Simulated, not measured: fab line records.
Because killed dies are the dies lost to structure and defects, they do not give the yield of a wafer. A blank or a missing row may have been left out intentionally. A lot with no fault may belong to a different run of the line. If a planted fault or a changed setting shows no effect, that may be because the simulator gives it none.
fab line records	flow nandHarc
record: lots: 13	wafers: 39	lastDay: 24
route steps=1159 shown P_ZERO_WELL@11 P_STI@83
lots with no fault: from the same line, run without faults
startH: the number of hours between the record's first day and the start of the first shown wafer of the lot	waitH: hours elapsed since this lot's preceding step	" same as the row above	L1.1+2: a row that stands for several wafers	- no value present, or no start provided	* or withheld: withheld	< > ~ a bound
route shown NAME@n: names a module that has steps shown in the file, with the first one's number in the route	usual: average and standard deviation across the fault-free wafers	same: alike in all rows	chamber/n: place in a boat	sites: readings site by site	_std_site: standard deviation of those values	_edge_site: mean of outer sites minus mean of inner sites	radiusMm: for every site, how far away it sits from the centre of the wafer	mask NAME#n: copy n	behind: the tool/chamber that last shaped the wafer	hold: why the lot went on hold/how many hours it stayed there/how the hold came to an end	device: whichever transistor did not switch (one of n, p or np)	end of line: at the end of the route, the tests of the same wafers	a step given without rows: its recipe and nothing more	killed: not the wafer's yield, but the dies lost to structure and defects at the first sort	map: dies across one wafer; x = killed, . = not, _ = none there
set.NAME: setting as actually run; set.NAME@STEP: the setting as run at that earlier step	model.NAME: the simulator's own value behind a step, which no gauge read
one table for each step of the route and one row for each wafer, over a sample of lots
services: a tool's chamber out of use, with start hour (startH, from the record's first day; less than 0 if before it), hours out, and reason
== steps ==
step: NHARC_P_ZERO_WELL_EXPOSE_08
recipe: na: 0.55	targetCdNm: 500	doseMj: 33.8	maskId: P_ZERO
usual: exposureDoseMJCm2: 33.78/0.035	reticleTempC: 23.02/0.11
lot.wafer	tool	chamber	startH	waitH	mask	exposureDoseMJCm2	reticleTempC
L407.1	krfScanner-02	0	12.97	-	P_ZERO#0	33.83	22.97
L407.2	"	0	"	"	P_ZERO#0	33.78	22.88
L407.5	"	0	"	"	P_ZERO#0	33.78	22.91
L409.3	krfScanner-04	0	25.23	-	P_ZERO#0	33.78	23.04
L409.4	"	0	"	"	P_ZERO#0	33.79	22.93
L409.5	"	0	"	"	P_ZERO#0	33.83	22.90
L410.4	krfScanner-03	0	31.29	-	P_ZERO#0	33.77	23.05
L410.5	"	0	"	"	P_ZERO#0	33.74	22.96
L410.6	"	0	"	"	P_ZERO#0	33.80	23.12
L412.1	krfScanner-04	0	43.10	-	P_ZERO#0	33.81	23.02
L412.4	"	0	"	"	P_ZERO#0	33.85	23.02
L412.5	"	0	"	"	P_ZERO#0	33.80	23.11
L414.1	krfScanner-03	0	55.09	-	P_ZERO#0	33.80	23.03
L414.3	"	0	"	"	P_ZERO#0	33.77	22.98
L414.6	"	0	"	"	P_ZERO#0	33.80	22.81
L415.1	krfScanner-03	0	60.96	-	P_ZERO#0	33.80	23.31
L415.2	"	0	"	"	P_ZERO#0	33.78	22.97
L415.4	"	0	"	"	P_ZERO#0	33.80	22.99
L418.1	krfScanner-04	0	78.96	-	P_ZERO#0	32.35	22.98
L418.4	"	0	"	"	P_ZERO#0	32.32	23.03
L418.5	"	0	"	"	P_ZERO#0	32.37	22.90
L421.1	krfScanner-04	0	97.08	-	P_ZERO#0	32.62	22.90
L421.3	"	0	"	"	P_ZERO#0	32.67	23.09
L421.5	"	0	"	"	P_ZERO#0	32.63	23.03
L424.4	krfScanner-04	0	115.12	-	P_ZERO#0	32.83	23.09
L424.5	"	0	"	"	P_ZERO#0	32.81	23.04
L424.6	"	0	"	"	P_ZERO#0	32.81	22.88
L426.2	krfScanner-02	0	127.08	-	P_ZERO#0	33.78	22.90
L426.3	"	0	"	"	P_ZERO#0	33.82	23.06
L426.6	"	0	"	"	P_ZERO#0	33.74	23.15
L427.2	krfScanner-02	0	132.96	-	P_ZERO#0	33.78	23.08
L427.4	"	0	"	"	P_ZERO#0	33.71	22.91
L427.5	"	0	"	"	P_ZERO#0	33.76	23.06
L428.3	krfScanner-02	0	139.00	-	P_ZERO#0	33.82	23.05
L428.5	"	0	"	"	P_ZERO#0	33.78	23.06
L428.6	"	0	"	"	P_ZERO#0	33.80	23.09
L429.1	krfScanner-03	0	145.08	-	P_ZERO#0	33.72	22.91
L429.2	"	0	"	"	P_ZERO#0	33.76	23.02
L429.3	"	0	"	"	P_ZERO#0	33.77	23.09
step: NHARC_P_ZERO_WELL_ETCH_63
recipe: targetDepthA: 1200	timeS: 40.1	hbrFlowSccm: 150	cl2FlowSccm: 50	rfW: 400	icpW: 400	biasW: 100	chemistry: HBr/Cl2
usual: drypumpMotorCurrentA: 5.6/0.46	oesProductAu: 1.003/0.015	rfFwdPowerW: 394.3/1.8	throttleValvePct: 26.406/0.0083
lot.wafer	tool	chamber	startH	waitH	drypumpMotorCurrentA	oesProductAu	rfFwdPowerW	rfHoursCounterH	throttleValvePct
L407.1	rieSi-05	2	13.56	-	5.8	0.997	390.8	1.0	26.414
L407.2	"	3	"	"	6.3	0.988	393.8	1.0	26.399
L407.5	"	2	"	"	5.8	0.994	392.0	-	26.407
L409.4	rieSi-02	3	25.78	-	5.5	0.992	393.9	1.1	26.394
L409.3	"	1	"	"	5.6	1.005	395.2	1.2	26.405
L409.5	"	0	"	"	5.8	1.011	395.8	-	26.405
L410.4	rieSi-01	0	31.89	-	6.2	1.017	392.2	0.5	26.410
L410.5	"	3	"	"	4.7	0.990	396.1	-	26.405
L410.6	"	0	"	"	6.2	1.015	392.6	-	26.404
L412.4	rieSi-02	1	43.68	-	5.6	0.983	393.3	0.0	26.389
L412.1	"	3	"	"	5.5	0.976	394.1	0.0	26.400
L412.5	"	1	"	"	5.6	0.996	393.7	-	26.414
L414.1	rieSi-05	0	55.67	-	4.9	1.004	395.5	1.1	26.406
L414.3	"	1	"	"	5.7	1.010	395.6	1.5	26.392
L414.6	"	0	"	"	4.9	0.999	394.4	-	26.418
L415.2	rieSi-01	3	61.53	-	4.7	1.003	394.0	1.1	26.415
L415.1	"	0	"	"	6.1	1.012	392.7	0.8	26.417
L415.4	"	2	"	"	5.8	1.003	394.3	1.2	26.395
L418.1	rieSi-02	1	79.55	-	5.6	1.005	394.6	0.3	26.415
L418.4	"	3	"	"	5.4	0.988	394.0	0.3	26.403
L418.5	"	0	"	"	5.8	1.011	395.0	-	26.413
L421.3	rieSi-05	3	97.66	-	6.3	0.986	392.6	0.1	26.404
L421.1	"	1	"	"	5.6	1.024	391.5	0.2	26.408
L421.5	"	2	"	"	5.8	1.008	391.5	-	26.410
L424.4	rieSi-05	0	115.68	-	4.9	1.011	397.9	0.4	26.414
L424.5	"	3	"	"	6.3	0.984	395.2	-	26.403
L424.6	"	0	"	"	4.9	1.010	397.1	-	26.392
L426.2	rieSi-05	0	127.64	-	4.9	1.013	395.2	0.5	26.398
L426.3	"	3	"	"	6.2	0.984	393.1	0.5	26.390
L426.6	"	1	"	"	5.7	1.025	395.2	-	26.396
L427.4	rieSi-05	0	133.55	-	4.9	1.021	396.6	0.6	26.402
L427.2	"	1	"	"	5.7	1.025	394.7	0.5	26.406
L427.5	"	3	"	"	6.2	0.982	394.9	-	26.409
L428.3	rieSi-05	2	139.63	-	5.9	0.996	391.8	0.5	26.405
L428.5	"	0	"	"	4.9	1.016	396.8	-	26.400
L428.6	"	1	"	"	5.7	1.004	394.5	-	26.412
L429.2	rieSi-01	1	145.65	-	6.0	1.004	394.8	0.1	26.412
L429.3	"	2	"	"	5.8	1.030	394.9	0.1	26.401
L429.1	"	0	"	"	6.2	1.011	392.0	0.1	26.404
step: NHARC_P_ZERO_WELL_CD_MEAS_37
recipe: targetCdNm: 720	landingEnergyEv: 500
usual: cdNm: 719.2/1.9
lot.wafer	tool	chamber	startH	waitH	cdNm
L407.1	cdSem-01	0	16.12	-	719.2
L407.2	"	0	"	"	721.3
L407.5	"	0	"	"	719.5
L409.3	cdSem-01	0	28.36	-	719.2
L409.4	"	0	"	"	721.2
L409.5	"	0	"	"	721.0
L410.4	cdSem-03	0	34.33	-	718.2
L410.5	"	0	"	"	718.9
L410.6	"	0	"	"	721.3
L412.1	cdSem-02	0	46.12	-	717.0
L412.4	"	0	"	"	719.7
L412.5	"	0	"	"	717.6
L414.1	cdSem-01	0	58.13	-	717.5
L414.3	"	0	"	"	719.7
L414.6	"	0	"	"	715.6
L415.1	cdSem-01	0	63.87	-	721.8
L415.2	"	0	"	"	716.9
L415.4	"	0	"	"	718.0
L418.1	cdSem-03	0	81.99	-	717.1
L418.4	"	0	"	"	718.7
L418.5	"	0	"	"	718.5
L421.1	cdSem-01	0	100.22	-	718.8
L421.3	"	0	"	"	719.7
L421.5	"	0	"	"	717.7
L424.4	cdSem-02	0	118.23	-	719.9
L424.5	"	0	"	"	718.3
L424.6	"	0	"	"	718.7
L426.2	cdSem-01	0	130.09	-	717.7
L426.3	"	0	"	"	718.3
L426.6	"	0	"	"	715.2
L427.2	cdSem-01	0	135.84	-	720.6
L427.4	"	0	"	"	720.0
L427.5	"	0	"	"	721.2
L428.3	cdSem-02	0	142.18	-	723.1
L428.5	"	0	"	"	722.1
L428.6	"	0	"	"	718.8
L429.1	cdSem-01	0	148.10	-	723.6
L429.2	"	0	"	"	720.0
L429.3	"	0	"	"	722.6
step: NHARC_P_STI_CD_MEAS_09
recipe: targetCdNm: 200	landingEnergyEv: 500
usual: cdNm: 201/4.3
lot.wafer	tool	chamber	startH	waitH	cdNm
L407.1	cdSem-03	0	37.59	-	196
L407.2	"	0	"	"	199
L407.5	"	0	"	"	200
L409.3	cdSem-01	0	49.23	-	194
L409.4	"	0	"	"	195
L409.5	"	0	"	"	202
L410.4	cdSem-03	0	53.08	-	198
L410.5	"	0	"	"	201
L410.6	"	0	"	"	201
L412.1	cdSem-02	0	65.25	-	202
L412.4	"	0	"	"	204
L412.5	"	0	"	"	200
L414.1	cdSem-02	0	77.00	-	205
L414.3	"	0	"	"	198
L414.6	"	0	"	"	198
L415.1	cdSem-01	0	85.92	-	209
L415.2	"	0	"	"	203
L415.4	"	0	"	"	208
L418.1	cdSem-03	0	97.65	-	196
L418.4	"	0	"	"	204
L418.5	"	0	"	"	199
L421.1	cdSem-01	0	119.42	-	199
L421.3	"	0	"	"	203
L421.5	"	0	"	"	193
L424.4	cdSem-03	0	140.91	-	206
L424.5	"	0	"	"	206
L424.6	"	0	"	"	203
L426.2	cdSem-03	0	148.64	-	201
L426.3	"	0	"	"	195
L426.6	"	0	"	"	201
L427.2	cdSem-01	0	154.84	-	200
L427.4	"	0	"	"	202
L427.5	"	0	"	"	195
L428.3	cdSem-03	0	161.48	-	195
L428.5	"	0	"	"	198
L428.6	"	0	"	"	195
L429.1	cdSem-01	0	169.61	-	197
L429.2	"	0	"	"	198
L429.3	"	0	"	"	196
== services ==
tool	chamber	startH	hours	kind
rieSi-05	3	-7.77	8.8	repair
krfScanner-03	-	-4.00	4.0	pm
krfScanner-03	0	25.68	-	calibration
rieSi-02	-	34.00	9.0	pm
rieSi-02	0	34.00	9.0	ventCycle
rieSi-02	1	34.00	9.0	ventCycle
krfScanner-04	0	35.97	-	calibration
krfScanner-02	-	38.00	4.0	pm
krfScanner-03	-	50.23	0.5	repair
rieSi-05	-	62.00	9.0	pm
rieSi-05	0	62.00	9.0	ventCycle
rieSi-05	1	62.00	9.0	ventCycle
rieSi-05	2	62.00	9.0	ventCycle
rieSi-05	3	62.00	9.0	ventCycle
rieSi-02	3	65.04	1.7	repair
rieSi-05	0	71.00	-	clean
rieSi-05	1	71.00	-	clean
rieSi-05	2	71.00	-	clean
rieSi-05	3	71.00	-	clean
krfScanner-02	0	75.13	-	calibration
krfScanner-03	-	100.88	11.7	repair
rieSi-05	2	101.58	2.4	repair
rieSi-01	-	116.11	0.8	repair
rieSi-01	-	127.00	9.0	pm
== key ==
firstSign: step: NHARC_P_ZERO_WELL_EXPOSE_08	reading: exposureDoseMJCm2	direction: down	sigmas: 33	usual: 33.78	struck: 32.60
effect none on later readings
metAt NHARC_P_ZERO_WELL_EXPOSE_08
struckLots L418,L421,L424
testerLeftOut L418,L421,L424
loopTrim: step: NHARC_P_ZERO_WELL_EXPOSE_08	setting: dose	lots: L421,L424
notActingAt NHARC_P_ZERO_WELL_ETCH_63,NHARC_P_ZERO_WELL_CD_MEAS_37,NHARC_P_STI_CD_MEAS_09
onsetBetween 43.10 78.96
fault: kind: processParameterDrift	tool: krfScanner-04	chamber: -	onsetH: 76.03	steps: NHARC_P_ZERO_WELL_EXPOSE_08	channel: doseMj	offset: -1.4572	shape: step	actsIn: theseRecipesOnly	stated: 33.8
testerLeftOut: of these lots the tester's yield and bins aren't shown, on N5 and GAA mostly nor the transistor test; their killed dies are dies lost to structure and defects alone, not to doping, threshold or leakage, so they don't give the yield
loopTrim: a control loop set the setting to another value than it would have without faults
